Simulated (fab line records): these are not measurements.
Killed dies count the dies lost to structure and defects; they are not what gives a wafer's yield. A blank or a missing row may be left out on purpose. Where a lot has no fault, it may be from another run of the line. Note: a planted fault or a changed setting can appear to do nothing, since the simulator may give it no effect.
fab line records    flow n5_finfet
[record] lots = 24  wafers = 72  last_day = 18
route steps=1938 shown BEOL_M5@1137
lots with no fault: from the same line, run without faults
start_h: hours from the record's opening day to when the first of the lot's shown wafers began    wait_h: hours elapsed since this lot's preceding step    " identical to the entry in the row above    L1.1+2: a single row standing in for several wafers    - no value, or no start given    * or withheld: withheld    < > ~ a bound
route shown NAME@n: names a module that has steps shown in the file, with the first one's number in the route    usual: the fault-free wafers' mean and standard deviation    same: alike in all rows    chamber/n: place in a boat    sites: the reading at each site    _std_site: how widely they spread, as a standard deviation    _edge_site: inner sites' mean taken away from outer sites' mean    radius_mm: for every site, how far away it sits from the centre of the wafer    mask NAME#n: copy n    behind: tool/chamber where the wafer was last shaped    hold: the reason the lot was held/the length of the hold in hours/how it ended    device: which transistor (n, p or np) failed to switch    end of line: tests run on the same wafers once the route is complete    a step without rows: its recipe alone    killed: dies lost to structure and defects at the first sort, not the wafer's yield    map: a wafer's dies, marking killed ones x, the rest . and places with no die _
set.NAME: the setting the step ran with; set.NAME@STEP: the setting that earlier step ran with    model.NAME: the simulator's own value behind a step, which no gauge read
steps of the route over a sample of lots; a table a step, a row a wafer
services: from which hour (start_h, from the record's first day; less than 0 if before it) a tool's chamber was out of use, for how many hours, and why
[[steps]]
[step N5_BEOL_M5_STRIP_19]
[recipe] chemistry = O2  power_w = 400  temp_c = 40  pressure_mtorr = 30  rf_frequency_hz = 6e+07  bias_power_w = 0  overash_fraction = 0.2  o2_flow_sccm = 225
[usual] drypump_motor_current_A = 5.80/0.29  oes_product_au = 0.80/0.087  rf_vpp_V = 3.7/0.52  showerhead_plenum_p_Torr = 2.11/0.077  temp_c = 40.00/0.11  throttle_valve_pct = 16.66/0.25
lot.wafer  tool         chamber  start_h  wait_h  drypump_motor_current_A  oes_product_au  rf_hours_counter_h  rf_vpp_V  showerhead_plenum_p_Torr  temp_c  throttle_valve_pct
L074.2     rie_diel-03  0        186.75   0.1     5.52                     0.71            238                 3.6       2.16                      40.09   16.66
L074.3     "            3        "        "       6.60                     0.81            90                  3.7       2.04                      39.86   16.75
L074.6     "            1        "        "       5.90                     0.72            -                   4.6       2.08                      40.12   16.71
L076.2     rie_diel-04  2        194.44   0.1     6.04                     0.97            6                   3.1       2.16                      40.14   16.58
L076.4     "            1        "        "       5.64                     0.72            170                 4.1       2.19                      40.12   16.82
L076.6     "            0        "        "       5.77                     0.88            -                   4.4       2.05                      40.02   16.25
L075.3     rie_diel-04  3        195.18   0.1     5.74                     0.85            65                  3.6       2.22                      40.06   16.50
L075.4     "            1        "        "       5.64                     0.73            170                 2.8       2.19                      39.90   16.83
L075.6     "            3        "        "       5.72                     0.85            -                   3.6       2.22                      40.14   16.52
L077.2     rie_diel-04  0        202.01   0.1     5.75                     0.89            37                  3.5       2.05                      40.01   16.25
L077.4     "            1        "        "       5.67                     0.73            173                 3.7       2.18                      39.96   16.84
L077.6     "            1        "        "       5.66                     0.73            -                   4.2       2.18                      39.93   16.82
L078.3     rie_diel-03  3        202.53   0.1     6.62                     0.81            95                  3.1       2.04                      39.87   16.77
L078.4     "            0        "        "       5.53                     0.70            242                 4.0       2.16                      40.04   16.68
L078.5     "            0        "        "       5.53                     0.70            -                   3.9       2.16                      39.89   16.67
L079.1     rie_diel-06  1        212.36   0.1     5.98                     0.76            155                 3.8       2.00                      39.86   16.85
L079.3     "            2        "        "       5.47                     0.75            164                 2.9       2.00                      39.93   16.87
L079.5     "            0        "        "       5.50                     0.69            -                   3.4       2.16                      40.24   17.19
L080.3     rie_diel-04  1        220.01   0.1     5.62                     0.73            179                 3.1       2.18                      40.24   16.86
L080.4     "            0        "        "       5.76                     0.88            42                  2.7       2.05                      39.89   16.25
L080.5     "            0        "        "       5.75                     0.86            -                   4.5       2.05                      39.92   16.24
L081.2     rie_diel-04  0        229.90   0.1     5.78                     0.87            45                  3.6       2.05                      39.80   16.25
L081.5     "            1        "        "       5.65                     0.73            -                   3.2       2.18                      40.16   16.85
L081.6     "            0        "        "       5.77                     0.88            -                   3.7       2.05                      39.98   16.25
L083.1     rie_diel-06  3        233.81   0.1     6.36                     0.69            219                 4.0       2.00                      39.99   16.54
L083.3     "            0        "        "       5.50                     0.68            226                 3.3       2.16                      40.01   17.19
L083.6     "            0        "        "       5.49                     0.69            -                   3.5       2.16                      39.96   17.22
L082.2     rie_diel-03  3        236.96   0.2     6.60                     0.80            106                 3.6       2.03                      40.05   16.77
L082.3     "            1        "        "       5.93                     0.71            216                 3.5       2.07                      40.02   16.73
L082.6     "            2        "        "       5.28                     0.90            -                   3.5       2.15                      40.09   16.63
L084.4     rie_diel-04  1        241.79   0.1     5.63                     0.72            186                 4.6       2.18                      40.15   16.87
L084.5     "            0        "        "       5.77                     0.86            -                   3.6       2.05                      39.91   16.25
L084.6     "            3        "        "       5.70                     0.84            -                   4.0       2.21                      39.99   16.55
L086.3     rie_diel-03  0        245.73   0.1     5.54                     0.99            1                   3.3       2.16                      39.91   16.24
L086.4     "            2        "        "       5.27                     0.90            33                  4.4       2.15                      40.08   16.63
L086.5     "            0        "        "       5.49                     0.98            -                   3.2       2.16                      39.96   16.24
L087.3     rie_diel-06  1        263.00   0.1     5.90                     0.74            170                 3.5       2.00                      40.03   16.86
L087.5     "            2        "        "       5.43                     0.74            -                   4.6       2.00                      39.88   16.90
L087.6     "            3        "        "       6.38                     0.70            -                   4.4       1.99                      39.89   16.55
L085.4     rie_diel-04  0        266.75   0.1     5.77                     0.85            57                  4.2       2.05                      40.05   16.27
L085.5     "            1        "        "       5.64                     0.71            -                   3.5       2.18                      39.92   16.85
L085.6     "            0        "        "       5.75                     0.86            -                   3.4       2.05                      39.77   16.26
L088.2     rie_diel-04  2        270.01   0.3     6.07                     0.91            30                  3.9       2.15                      40.21   16.61
L088.3     "            3        "        "       5.72                     0.83            87                  4.1       2.21                      40.04   16.56
L088.6     "            2        "        "       6.04                     0.91            -                   3.6       2.15                      39.99   16.61
L089.1     rie_diel-04  0        275.00   0.2     5.77                     0.84            60                  3.3       2.05                      40.04   16.29
L089.4     "            2        "        "       6.06                     0.90            32                  3.7       2.15                      40.00   16.62
L089.6     "            3        "        "       5.71                     0.82            -                   4.0       2.21                      39.98   16.57
L090.1     rie_diel-04  3        275.45   0.1     5.72                     0.83            89                  3.1       2.21                      40.04   16.54
L090.3     "            2        "        "       6.05                     0.91            32                  3.7       2.15                      39.93   16.63
L090.4     "            1        "        "       5.67                     0.71            196                 3.6       2.18                      40.29   16.90
L091.2     rie_diel-06  1        277.80   0.1     5.91                     0.74            173                 2.8       2.00                      39.90   16.86
L091.3     "            3        "        "       6.36                     0.69            231                 5.3       1.99                      39.85   16.56
L091.6     "            2        "        "       5.45                     0.73            -                   3.9       2.00                      40.12   16.92
L092.3     rie_diel-06  2        294.77   0.1     5.45                     0.72            188                 3.1       2.00                      40.13   16.91
L092.5     "            2        "        "       5.48                     0.71            -                   4.5       2.00                      40.06   16.93
L092.6     "            3        "        "       6.37                     0.68            -                   3.4       1.99                      39.75   16.58
L094.1     rie_diel-04  2        302.93   0.1     6.06                     0.90            39                  3.7       2.15                      39.99   16.63
L094.2     "            3        "        "       5.71                     0.82            97                  3.8       2.20                      40.01   16.58
L094.4     "            0        "        "       5.73                     0.84            68                  3.6       2.04                      40.07   16.29
L093.1     rie_diel-04  2        305.36   0.2     6.03                     0.89            40                  3.5       2.15                      40.10   16.61
L093.3     "            1        "        "       5.66                     0.71            204                 4.4       2.17                      39.81   16.90
L093.5     "            2        "        "       6.04                     0.90            -                   3.6       2.15                      39.85   16.63
L095.2     rie_diel-06  0        312.77   0.1     5.50                     0.66            250                 3.7       2.15                      39.91   17.26
L095.4     "            3        "        "       6.39                     0.68            242                 3.4       1.99                      39.81   16.59
L095.6     "            2        "        "       5.47                     0.72            -                   3.8       1.99                      40.10   16.95
L097.4     rie_diel-04  1        313.53   0.1     5.64                     0.70            207                 4.1       2.17                      40.02   16.90
L097.5     "            1        "        "       5.61                     0.71            -                   3.7       2.17                      39.95   16.92
L097.6     "            2        "        "       6.10                     0.89            -                   4.0       2.14                      39.91   16.64
L096.2     rie_diel-04  2        323.60   0.1     6.06                     0.88            46                  3.0       2.14                      40.06   16.64
L096.3     "            1        "        "       5.65                     0.71            209                 3.2       2.17                      39.93   16.89
L096.5     "            2        "        "       6.05                     0.89            -                   4.8       2.14                      40.07   16.63
[step N5_BEOL_M5_ETCH_41]
[recipe] chemistry = CH3F/O2  target = SiCN  target_depth_a = 315  taper_deg = 2  time_s = 56.7  ion_energy_ev = 120  mask_material = TiN  pressure_mtorr = 30  source_w = 395  bias_w = 75  Ar_flow_sccm = 150  CH3F_flow_sccm = 30  O2_flow_sccm = 20
[usual] drypump_motor_current_A = 5.8/0.34  oes_product_au = 0.79/0.089  rf_vpp_V = 297.3/1.7  showerhead_plenum_p_Torr = 1.99/0.07  throttle_valve_pct = 16.32/0.27
lot.wafer  tool         chamber  start_h  wait_h  drypump_motor_current_A  oes_product_au  rf_hours_counter_h  rf_vpp_V  showerhead_plenum_p_Torr  throttle_valve_pct
L074.2     rie_diel-04  3        -        -       5.7                      0.86            63                  297.5     2.11                      16.15
L074.3     "            1        "        "       5.6                      0.74            168                 299.7     2.08                      16.47
L074.6     "            0        "        "       5.8                      0.88            -                   296.1     1.96                      15.91
L076.2     rie_diel-03  1        -        -       5.9                      0.72            203                 298.6     1.99                      16.38
L076.4     "            0        "        "       5.5                      0.70            241                 299.8     2.05                      16.28
L076.6     "            2        "        "       5.2                      0.95            -                   297.6     2.04                      16.19
L075.3     rie_diel-04  0        -        -       5.7                      0.88            35                  295.7     1.96                      15.89
L075.4     "            1        "        "       5.7                      0.74            -                   298.3     2.08                      16.47
L075.6     "            0        "        "       5.7                      0.88            -                   296.9     1.96                      15.91
L077.2     rie_diel-04  0        -        -       5.8                      0.87            38                  296.5     1.96                      15.89
L077.4     "            1        "        "       5.6                      0.74            173                 299.8     2.08                      16.49
L077.6     "            0        "        "       5.8                      0.89            -                   296.9     1.96                      15.91
L078.3     rie_diel-06  0        -        -       5.5                      0.69            217                 299.0     2.07                      16.85
L078.4     "            1        "        "       5.9                      0.75            152                 296.9     1.91                      16.48
L078.5     "            1        "        "       5.9                      0.75            -                   296.5     1.91                      16.46
L079.1     rie_diel-06  2        -        -       5.5                      0.74            164                 295.7     1.92                      16.57
L079.3     "            3        "        "       6.4                      0.70            212                 294.4     1.90                      16.15
L079.5     "            2        "        "       5.5                      0.74            -                   294.7     1.92                      16.60
L080.3     rie_diel-03  1        -        -       5.9                      0.72            210                 296.3     1.98                      16.39
L080.4     "            2        "        "       5.3                      0.92            25                  297.9     2.04                      16.20
L080.5     "            1        "        "       5.9                      0.72            -                   297.8     1.98                      16.40
L081.2     rie_diel-04  1        -        -       5.6                      0.72            182                 296.8     2.08                      16.49
L081.5     "            0        "        "       5.8                      0.88            -                   295.8     1.96                      15.92
L081.6     "            1        "        "       5.6                      0.73            -                   298.9     2.08                      16.50
L083.1     rie_diel-03  1        -        -       5.9                      0.71            214                 295.6     1.98                      16.42
L083.3     "            2        "        "       5.2                      0.90            29                  299.3     2.04                      16.19
L083.6     "            2        "        "       5.2                      0.90            -                   298.8     2.04                      16.21
L082.2     rie_diel-06  2        -        -       5.5                      0.73            173                 296.0     1.92                      16.59
L082.3     "            0        "        "       5.5                      0.68            228                 300.5     2.07                      16.90
L082.6     "            1        "        "       6.0                      0.74            -                   295.5     1.91                      16.50
L084.4     rie_diel-04  1        -        -       5.6                      0.72            186                 297.9     2.08                      16.51
L084.5     "            2        "        "       6.1                      0.92            -                   298.5     2.04                      16.15
L084.6     "            3        "        "       5.7                      0.83            -                   299.6     2.11                      16.18
L086.3     rie_diel-04  3        -        -       5.7                      0.83            79                  301.3     2.11                      16.18
L086.4     "            1        "        "       5.6                      0.72            187                 298.2     2.08                      16.51
L086.5     "            2        "        "       6.1                      0.92            -                   297.5     2.04                      16.14
L087.3     rie_diel-06  2        -        -       5.5                      0.72            180                 295.2     1.92                      16.60
L087.5     "            2        "        "       5.5                      0.72            -                   297.0     1.92                      16.61
L087.6     "            3        "        "       6.4                      0.69            -                   294.6     1.90                      16.19
L085.4     rie_diel-03  2        -        -       5.2                      0.89            40                  298.1     2.04                      16.24
L085.5     "            3        "        "       6.6                      0.78            -                   296.0     1.93                      16.36
L085.6     "            0        "        "       5.5                      0.93            -                   298.0     2.05                      15.86
L088.2     rie_diel-04  3        -        -       5.7                      0.83            88                  300.3     2.10                      16.19
L088.3     "            0        "        "       5.8                      0.85            59                  296.0     1.95                      15.94
L088.6     "            1        "        "       5.6                      0.72            -                   298.7     2.07                      16.51
L089.1     rie_diel-03  0        -        -       5.5                      0.94            12                  298.1     2.05                      15.86
L089.4     "            0        "        "       5.6                      0.93            -                   297.4     2.05                      15.85
L089.6     "            1        "        "       5.9                      0.70            -                   296.5     1.98                      16.43
L090.1     rie_diel-03  0        -        -       5.6                      0.93            12                  299.8     2.05                      15.86
L090.3     "            2        "        "       5.3                      0.88            43                  295.5     2.04                      16.23
L090.4     "            2        "        "       5.2                      0.89            -                   298.0     2.04                      16.22
L091.2     rie_diel-06  1        -        -       6.0                      0.74            174                 296.4     1.91                      16.53
L091.3     "            2        "        "       5.5                      0.72            184                 294.4     1.92                      16.61
L091.6     "            1        "        "       5.9                      0.73            -                   296.3     1.91                      16.50
L092.3     rie_diel-04  2        -        -       6.0                      0.90            37                  297.4     2.03                      16.19
L092.5     "            1        "        "       5.6                      0.71            -                   299.5     2.07                      16.54
L092.6     "            0        "        "       5.8                      0.83            -                   296.7     1.95                      15.97
L094.1     rie_diel-06  3        -        -       6.4                      0.68            240                 295.9     1.89                      16.21
L094.2     "            2        "        "       5.4                      0.71            192                 296.4     1.91                      16.64
L094.4     "            1        "        "       5.9                      0.72            183                 294.4     1.90                      16.53
L093.1     rie_diel-06  1        -        -       5.9                      0.72            183                 296.3     1.90                      16.54
L093.3     "            3        "        "       6.4                      0.67            240                 294.3     1.89                      16.21
L093.5     "            2        "        "       5.4                      0.71            -                   295.6     1.91                      16.64
L097.4     rie_diel-06  3        -        -       6.4                      0.68            -                   295.8     1.89                      16.20
L097.5     "            1        "        "       5.9                      0.73            -                   296.1     1.90                      16.52
L097.6     "            2        "        "       5.5                      0.71            -                   295.7     1.91                      16.63
L095.2     rie_diel-04  2        -        -       6.1                      0.89            43                  297.9     2.03                      16.19
L095.4     "            0        "        "       5.8                      0.83            72                  296.5     1.95                      15.97
L095.6     "            0        "        "       5.8                      0.83            -                   296.7     1.95                      15.97
L096.2     rie_diel-03  0        -        -       5.5                      0.90            28                  299.1     2.04                      15.88
L096.3     "            3        "        "       6.6                      0.77            132                 296.4     1.92                      16.42
L096.5     "            3        "        "       6.6                      0.77            -                   295.5     1.92                      16.40
[step N5_BEOL_M5_OCD_MEAS_38]
[usual] trench_depth_nm = 71.6/1.1
lot.wafer  tool    chamber  start_h  wait_h  trench_depth_nm
L074.2     ocd-01  -        187.92   -       73.7
L074.3     "       -        "        "       72.2
L074.6     "       -        "        "       72.7
L076.2     ocd-01  -        195.45   -       70.7
L076.4     "       -        "        "       70.7
L076.6     "       -        "        "       73.0
L075.3     ocd-02  -        197.60   -       71.2
L075.4     "       -        "        "       71.7
L075.6     "       -        "        "       71.8
L077.2     ocd-01  -        202.93   -       73.1
L077.4     "       -        "        "       72.8
L077.6     "       -        "        "       72.0
L078.3     ocd-01  -        203.59   -       71.5
L078.4     "       -        "        "       71.8
L078.5     "       -        "        "       72.1
L079.1     ocd-01  -        214.88   -       70.7
L079.3     "       -        "        "       72.4
L079.5     "       -        "        "       70.8
L080.3     ocd-01  -        221.49   -       70.1
L080.4     "       -        "        "       71.8
L080.5     "       -        "        "       69.6
L081.2     ocd-01  -        231.01   -       71.8
L081.5     "       -        "        "       71.6
L081.6     "       -        "        "       70.7
L083.1     ocd-02  -        235.23   -       69.2
L083.3     "       -        "        "       71.2
L083.6     "       -        "        "       71.3
L082.2     ocd-01  -        241.10   -       70.1
L082.3     "       -        "        "       69.6
L082.6     "       -        "        "       71.0
L084.4     ocd-02  -        244.42   -       71.4
L084.5     "       -        "        "       72.9
L084.6     "       -        "        "       71.8
L086.3     ocd-02  -        247.52   -       72.2
L086.4     "       -        "        "       71.0
L086.5     "       -        "        "       73.0
L087.3     ocd-01  -        265.42   -       69.8
L087.5     "       -        "        "       69.2
L087.6     "       -        "        "       72.1
L085.4     ocd-01  -        268.80   -       71.2
L085.5     "       -        "        "       71.0
L085.6     "       -        "        "       73.3
L088.2     ocd-01  -        273.96   -       73.2
L088.3     "       -        "        "       72.3
L088.6     "       -        "        "       71.0
L089.1     ocd-01  -        276.05   -       73.6
L089.4     "       -        "        "       73.3
L089.6     "       -        "        "       70.2
L090.1     ocd-02  -        276.52   -       73.2
L090.3     "       -        "        "       72.0
L090.4     "       -        "        "       71.0
L091.2     ocd-01  -        282.15   -       72.3
L091.3     "       -        "        "       69.8
L091.6     "       -        "        "       72.3
L092.3     ocd-01  -        296.27   -       73.3
L092.5     "       -        "        "       71.4
L092.6     "       -        "        "       72.3
L094.1     ocd-02  -        306.57   -       72.2
L094.2     "       -        "        "       70.2
L094.4     "       -        "        "       72.5
L093.1     ocd-02  -        306.95   -       72.2
L093.3     "       -        "        "       71.4
L093.5     "       -        "        "       70.6
L097.4     ocd-01  -        316.39   -       72.4
L097.5     "       -        "        "       72.2
L097.6     "       -        "        "       69.6
L095.2     ocd-02  -        316.42   -       73.6
L095.4     "       -        "        "       72.7
L095.6     "       -        "        "       72.3
L096.2     ocd-01  -        326.56   -       72.4
L096.3     "       -        "        "       71.2
L096.5     "       -        "        "       71.3
[step N5_BEOL_M5_CURE_80]
[recipe] temp_c = 370  time_s = 120  ambient = DMADMS/He  material = SiCOH_lowk
[usual] lamp_power_pct = 52.31/0.052  wafer_temp_C_max = 372.1/0.86
lot.wafer  tool        chamber  start_h  wait_h  lamp_power_pct  wafer_temp_C_max
L074.2     uv_cure-02  1        188.16   0.1     52.25           371.5
L074.3     "           1        "        "       52.28           371.5
L074.6     "           1        "        "       52.31           371.7
L076.2     uv_cure-03  1        195.70   0.1     52.28           371.2
L076.4     "           1        "        "       52.32           371.7
L076.6     "           1        "        "       52.38           371.4
L075.3     uv_cure-02  1        197.90   0.1     52.31           372.1
L075.4     "           1        "        "       52.40           371.4
L075.6     "           1        "        "       52.30           372.0
L077.2     uv_cure-01  2        203.24   0.1     52.40           374.0
L077.4     "           2        "        "       52.31           372.7
L077.6     "           2        "        "       52.29           373.7
L078.3     uv_cure-02  1        204.01   0.3     52.23           372.4
L078.4     "           1        "        "       52.29           371.7
L078.5     "           1        "        "       52.36           371.6
L079.1     uv_cure-03  1        215.08   0.0     52.40           371.3
L079.3     "           1        "        "       52.35           370.8
L079.5     "           1        "        "       52.37           371.5
L080.3     uv_cure-02  0        221.78   0.1     52.42           374.6
L080.4     "           0        "        "       52.23           372.1
L080.5     "           0        "        "       52.27           373.6
L081.2     uv_cure-01  0        231.26   0.1     52.35           371.9
L081.5     "           0        "        "       52.23           372.3
L081.6     "           0        "        "       52.37           371.4
L083.1     uv_cure-01  1        235.43   0.0     52.28           371.7
L083.3     "           1        "        "       52.35           371.7
L083.6     "           1        "        "       52.30           371.3
L082.2     uv_cure-02  1        241.36   0.1     52.28           371.7
L082.3     "           1        "        "       52.39           371.9
L082.6     "           1        "        "       52.35           372.3
L084.4     uv_cure-02  0        244.77   0.2     52.44           373.6
L084.5     "           0        "        "       52.32           373.8
L084.6     "           0        "        "       52.29           373.1
L086.3     uv_cure-03  0        247.91   0.2     52.22           372.9
L086.4     "           0        "        "       52.25           371.6
L086.5     "           0        "        "       52.37           371.7
L087.3     uv_cure-01  2        265.83   0.3     52.32           373.3
L087.5     "           2        "        "       52.31           372.9
L087.6     "           2        "        "       52.38           372.3
L085.4     uv_cure-01  1        269.14   0.2     52.42           371.6
L085.5     "           1        "        "       52.31           371.5
L085.6     "           1        "        "       52.29           371.6
L088.2     uv_cure-02  2        274.22   0.1     52.26           371.1
L088.3     "           2        "        "       52.37           371.3
L088.6     "           2        "        "       52.32           371.1
L089.1     uv_cure-03  2        276.25   0.0     52.26           371.1
L089.4     "           2        "        "       52.31           371.2
L089.6     "           2        "        "       52.36           371.2
L090.1     uv_cure-02  0        276.80   0.1     52.34           372.7
L090.3     "           0        "        "       52.23           372.7
L090.4     "           0        "        "       52.33           372.9
L091.2     uv_cure-01  2        282.40   0.1     52.23           373.0
L091.3     "           2        "        "       52.32           373.8
L091.6     "           2        "        "       52.28           373.8
L092.3     uv_cure-03  1        296.61   0.2     52.45           371.3
L092.5     "           1        "        "       52.43           371.4
L092.6     "           1        "        "       52.27           371.1
L094.1     uv_cure-01  2        306.77   0.0     52.25           372.7
L094.2     "           2        "        "       52.27           374.2
L094.4     "           2        "        "       52.27           372.9
L093.1     uv_cure-01  2        307.37   0.3     52.35           373.2
L093.3     "           2        "        "       52.32           372.8
L093.5     "           2        "        "       52.27           373.5
L095.2     uv_cure-03  1        316.82   0.2     52.37           371.3
L095.4     "           1        "        "       52.30           371.1
L095.6     "           1        "        "       52.27           371.5
L097.4     uv_cure-01  0        317.00   0.4     52.33           371.9
L097.5     "           0        "        "       52.35           371.4
L097.6     "           0        "        "       52.36           371.7
L096.2     uv_cure-01  2        326.84   0.1     52.39           373.0
L096.3     "           2        "        "       52.25           372.0
L096.5     "           2        "        "       52.36           373.0
[step N5_BEOL_M5_SPUTTER_81]
[recipe] material = Cu  target_thk_a = 150  temp_c = -20  chamber_pressure_pa = 0.07  power_w = withheld  time_s = 27.62
[usual] throttle_valve_pct = 30.4/1.1
lot.wafer  tool            chamber  start_h  wait_h  throttle_valve_pct
L074.2     pvd_sputter-02  -        191.75   0.5     31.6
L074.3     "               -        "        "       29.8
L074.6     "               -        "        "       30.4
L076.2     pvd_sputter-01  -        199.29   0.5     30.0
L076.4     "               -        "        "       29.7
L076.6     "               -        "        "       29.7
L075.3     pvd_sputter-02  -        200.10   0.5     32.2
L075.4     "               -        "        "       30.2
L075.6     "               -        "        "       30.1
L077.2     pvd_sputter-03  -        206.14   0.5     28.3
L077.4     "               -        "        "       31.6
L077.6     "               -        "        "       30.5
L078.3     pvd_sputter-01  -        208.05   0.5     30.1
L078.4     "               -        "        "       29.4
L078.5     "               -        "        "       29.4
L079.1     pvd_sputter-02  -        217.96   0.5     32.0
L079.3     "               -        "        "       30.0
L079.5     "               -        "        "       30.0
L080.3     pvd_sputter-03  -        225.36   0.5     30.7
L080.4     "               -        "        "       29.3
L080.5     "               -        "        "       31.3
L081.2     pvd_sputter-01  -        233.79   0.5     29.5
L081.5     "               -        "        "       29.2
L081.6     "               -        "        "       31.5
L083.1     pvd_sputter-03  -        237.69   0.5     29.5
L083.3     "               -        "        "       28.5
L083.6     "               -        "        "       28.3
L082.2     pvd_sputter-03  -        243.59   0.5     29.6
L082.3     "               -        "        "       31.7
L082.6     "               -        "        "       31.4
L084.4     pvd_sputter-02  -        247.13   0.5     31.7
L084.5     "               -        "        "       30.1
L084.6     "               -        "        "       31.5
L086.3     pvd_sputter-01  -        250.22   0.5     29.8
L086.4     "               -        "        "       29.8
L086.5     "               -        "        "       29.4
L087.3     pvd_sputter-03  -        268.39   0.5     29.7
L087.5     "               -        "        "       31.8
L087.6     "               -        "        "       30.4
L085.4     pvd_sputter-02  -        271.05   0.5     31.5
L085.5     "               -        "        "       31.5
L085.6     "               -        "        "       30.3
L088.2     pvd_sputter-01  -        276.87   0.5     28.9
L088.3     "               -        "        "       29.4
L088.6     "               -        "        "       29.7
L089.1     pvd_sputter-02  -        278.63   0.5     32.1
L089.4     "               -        "        "       30.1
L089.6     "               -        "        "       29.6
L090.1     pvd_sputter-03  -        280.28   0.5     29.6
L090.3     "               -        "        "       31.2
L090.4     "               -        "        "       30.6
L091.2     pvd_sputter-01  -        284.64   0.5     29.7
L091.3     "               -        "        "       31.7
L091.6     "               -        "        "       29.5
L092.3     pvd_sputter-01  -        298.81   0.5     29.6
L092.5     "               -        "        "       29.3
L092.6     "               -        "        "       31.7
L094.1     pvd_sputter-03  -        309.32   0.5     28.4
L094.2     "               -        "        "       31.3
L094.4     "               -        "        "       30.6
L093.1     pvd_sputter-01  -        309.87   0.5     29.8
L093.3     "               -        "        "       29.6
L093.5     "               -        "        "       29.5
L095.2     pvd_sputter-01  -        319.00   0.5     31.8
L095.4     "               -        "        "       29.8
L095.6     "               -        "        "       29.8
L097.4     pvd_sputter-02  -        319.10   0.5     31.9
L097.5     "               -        "        "       31.9
L097.6     "               -        "        "       30.6
L096.2     pvd_sputter-02  -        329.33   0.5     31.3
L096.3     "               -        "        "       31.9
L096.5     "               -        "        "       31.6
[step N5_BEOL_M5_CO_CAP_78]
[recipe] material = Co  target_thk_a = 20  temp_c = 200  precursor = CCTBA/H2  pressure_torr = 30  time_s = 102.1
[usual] heater_power_outer_w = 119/15  heater_power_w = 225/23
lot.wafer  tool       chamber  start_h  wait_h  heater_power_outer_w  heater_power_w
L074.2     cvd_co-01  0        195.89   0.0     116                   247
L074.3     "          1        "        "       94                    188
L074.6     "          1        "        "       92                    187
L076.2     cvd_co-02  2        203.68   0.0     112                   227
L076.4     "          2        "        "       112                   223
L076.6     "          0        "        "       132                   227
L075.3     cvd_co-01  2        204.47   0.0     118                   213
L075.4     "          0        "        "       122                   244
L075.6     "          2        "        "       122                   206
L077.2     cvd_co-01  0        210.49   0.0     120                   250
L077.4     "          0        "        "       121                   248
L077.6     "          2        "        "       120                   205
L078.3     cvd_co-01  1        212.19   0.0     96                    184
L078.4     "          1        "        "       95                    190
L078.5     "          0        "        "       121                   247
L079.1     cvd_co-01  1        222.31   0.0     95                    187
L079.3     "          0        "        "       123                   250
L079.5     "          2        "        "       119                   207
L080.3     cvd_co-01  0        229.69   0.0     120                   245
L080.4     "          0        "        "       117                   241
L080.5     "          1        "        "       95                    188
L081.2     cvd_co-01  1        238.22   0.0     96                    187
L081.5     "          2        "        "       115                   212
L081.6     "          0        "        "       119                   247
L083.1     cvd_co-01  1        241.82   0.0     93                    183
L083.3     "          2        "        "       120                   209
L083.6     "          0        "        "       125                   248
L082.2     cvd_co-02  2        248.18   0.0     112                   234
L082.3     "          0        "        "       131                   230
L082.6     "          2        "        "       111                   226
L084.4     cvd_co-02  1        251.43   0.0     139                   257
L084.5     "          2        "        "       115                   230
L084.6     "          0        "        "       129                   235
L086.3     cvd_co-01  2        254.35   0.0     117                   214
L086.4     "          2        "        "       122                   215
L086.5     "          0        "        "       120                   251
L087.3     cvd_co-02  1        272.52   0.0     141                   249
L087.5     "          0        "        "       132                   235
L087.6     "          1        "        "       143                   255
L085.4     cvd_co-02  0        275.22   0.0     131                   235
L085.5     "          2        "        "       111                   223
L085.6     "          1        "        "       144                   257
L088.2     cvd_co-02  2        281.00   0.0     112                   231
L088.3     "          1        "        "       143                   252
L088.6     "          1        "        "       143                   258
L089.1     cvd_co-01  0        282.76   0.0     123                   245
L089.4     "          1        "        "       94                    188
L089.6     "          2        "        "       124                   207
L090.1     cvd_co-01  2        284.74   0.0     118                   214
L090.3     "          1        "        "       94                    184
L090.4     "          0        "        "       122                   245
L091.2     cvd_co-02  1        289.11   0.0     137                   254
L091.3     "          0        "        "       132                   239
L091.6     "          2        "        "       112                   235
L092.3     cvd_co-01  1        302.98   0.0     94                    187
L092.5     "          2        "        "       119                   214
L092.6     "          1        "        "       95                    186
L094.1     cvd_co-02  0        313.74   0.0     133                   236
L094.2     "          2        "        "       112                   229
L094.4     "          2        "        "       113                   231
L093.1     cvd_co-01  1        314.27   0.0     95                    184
L093.3     "          2        "        "       120                   209
L093.5     "          2        "        "       119                   211
L095.2     cvd_co-02  0        323.14   0.0     135                   242
L095.4     "          2        "        "       114                   230
L095.6     "          1        "        "       141                   246
L097.4     cvd_co-02  2        323.28   0.0     112                   226
L097.5     "          1        "        "       140                   254
L097.6     "          0        "        "       136                   241
L096.2     cvd_co-02  0        333.48   0.0     134                   238
L096.3     "          2        "        "       114                   225
L096.5     "          2        "        "       110                   226
[[services]]
tool         chamber  start_h  hours  kind
uv_cure-02   -        183.86   1.3    repair
rie_diel-04  3        195.40   5.2    repair
rie_diel-04  -        207.32   0.2    repair
uv_cure-01   -        217.50   4.4    repair
rie_diel-03  0        226.00   -      clean
rie_diel-03  0        226.00   -      consumable_replace:focus_ring
rie_diel-03  0        226.00   14.0   scheduled_down
rie_diel-03  0        226.00   14.0   vent_cycle
cvd_co-01    -        245.95   6.9    pm
uv_cure-03   -        249.72   1.2    repair
uv_cure-02   -        259.75   6.0    pm
uv_cure-02   -        265.75   1.0    pm
rie_diel-03  3        274.63   5.6    repair
cvd_co-02    -        284.48   3.8    pm
uv_cure-02   -        299.32   24.9   pm
rie_diel-06  0        315.95   -      clean
rie_diel-06  0        315.95   -      consumable_replace:focus_ring
rie_diel-06  0        315.95   21.4   scheduled_down
rie_diel-06  0        315.95   21.4   vent_cycle
cvd_co-01    2        319.64   1.8    repair
cvd_co-02    1        333.37   -      clean
cvd_co-02    1        333.37   22.0   scheduled_down
cvd_co-02    1        333.37   22.0   vent_cycle
[[key]]
fault none
